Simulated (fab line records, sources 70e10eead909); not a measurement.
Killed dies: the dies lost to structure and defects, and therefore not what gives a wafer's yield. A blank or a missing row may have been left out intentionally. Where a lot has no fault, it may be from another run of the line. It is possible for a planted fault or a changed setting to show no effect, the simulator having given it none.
Matching of chambers / flow nandHarc / NHARC_A_STAIRCASE_DESCUM_11 on rieDiel-10 has 4 sister chambers
The step chemistry O2, time 3 s. 8 wafers are shown with their chamber, then 10 later ones without.

== EACH WAFER AND ITS CHAMBER ==
wafer=L088.6; chamber=3; drypumpMotorCurrentA (A)=6.1; oesProductAu (a.u.)=1.007
wafer=L089.2; chamber=0; drypumpMotorCurrentA (A)=6.2; oesProductAu (a.u.)=1.017
wafer=L089.4; chamber=2; drypumpMotorCurrentA (A)=5.5; oesProductAu (a.u.)=1.021
wafer=L090.4; chamber=1; drypumpMotorCurrentA (A)=6.1; oesProductAu (a.u.)=0.994
wafer=L090.5; chamber=1; drypumpMotorCurrentA (A)=6.2; oesProductAu (a.u.)=0.992
wafer=L090.6; chamber=2; drypumpMotorCurrentA (A)=5.5; oesProductAu (a.u.)=1.008
wafer=L092.3; chamber=0; drypumpMotorCurrentA (A)=6.3; oesProductAu (a.u.)=1.017
wafer=L092.4; chamber=3; drypumpMotorCurrentA (A)=6.1; oesProductAu (a.u.)=1.017

== WAFERS WHOSE CHAMBER IS MISSING ==
wafer=L092.5; drypumpMotorCurrentA (A)=6.1; oesProductAu (a.u.)=1.014
wafer=L094.1; drypumpMotorCurrentA (A)=5.5; oesProductAu (a.u.)=1.018
wafer=L094.3; drypumpMotorCurrentA (A)=6.1; oesProductAu (a.u.)=1.020
wafer=L094.6; drypumpMotorCurrentA (A)=6.1; oesProductAu (a.u.)=1.005
wafer=L096.2; drypumpMotorCurrentA (A)=6.3; oesProductAu (a.u.)=1.016
wafer=L096.4; drypumpMotorCurrentA (A)=6.1; oesProductAu (a.u.)=1.014
wafer=L096.5; drypumpMotorCurrentA (A)=6.3; oesProductAu (a.u.)=1.009
wafer=L097.1; drypumpMotorCurrentA (A)=6.1; oesProductAu (a.u.)=1.023
wafer=L097.3; drypumpMotorCurrentA (A)=5.5; oesProductAu (a.u.)=1.013
wafer=L097.5; drypumpMotorCurrentA (A)=6.1; oesProductAu (a.u.)=0.993

== THE CHAMBER EACH PASSED THROUGH ==
wafer=L092.5; from the rows above=3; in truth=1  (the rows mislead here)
wafer=L094.1; from the rows above=2; in truth=2
wafer=L094.3; from the rows above=can't be placed: 3 or 0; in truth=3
wafer=L094.6; from the rows above=can't be placed: 3 or 1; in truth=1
wafer=L096.2; from the rows above=0; in truth=0
wafer=L096.4; from the rows above=3; in truth=3
wafer=L096.5; from the rows above=0; in truth=0
wafer=L097.1; from the rows above=can't be placed: 3 or 0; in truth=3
wafer=L097.3; from the rows above=2; in truth=2
wafer=L097.5; from the rows above=1; in truth=1
Correctly placed: 6 of 10. From these rows, 3 cannot be placed; in 3 the true chamber is one of the candidates. 1 placed wrongly.
How it was worked out, from the rows above alone: a wafer's distance from a chamber is the root of the sum, over the readings, of the square of ((its reading less the chamber's mean) divided by the reading's scatter). The wafer belongs to the nearest chamber; if the next one is less than 2 further off, it can't be placed. For every chamber, the mean is computed from those of its wafers that are shown. The scatter: take each reading less its chamber's mean, square it, sum over the shown wafers, divide by the number of wafers less the number of chambers, and take the root.
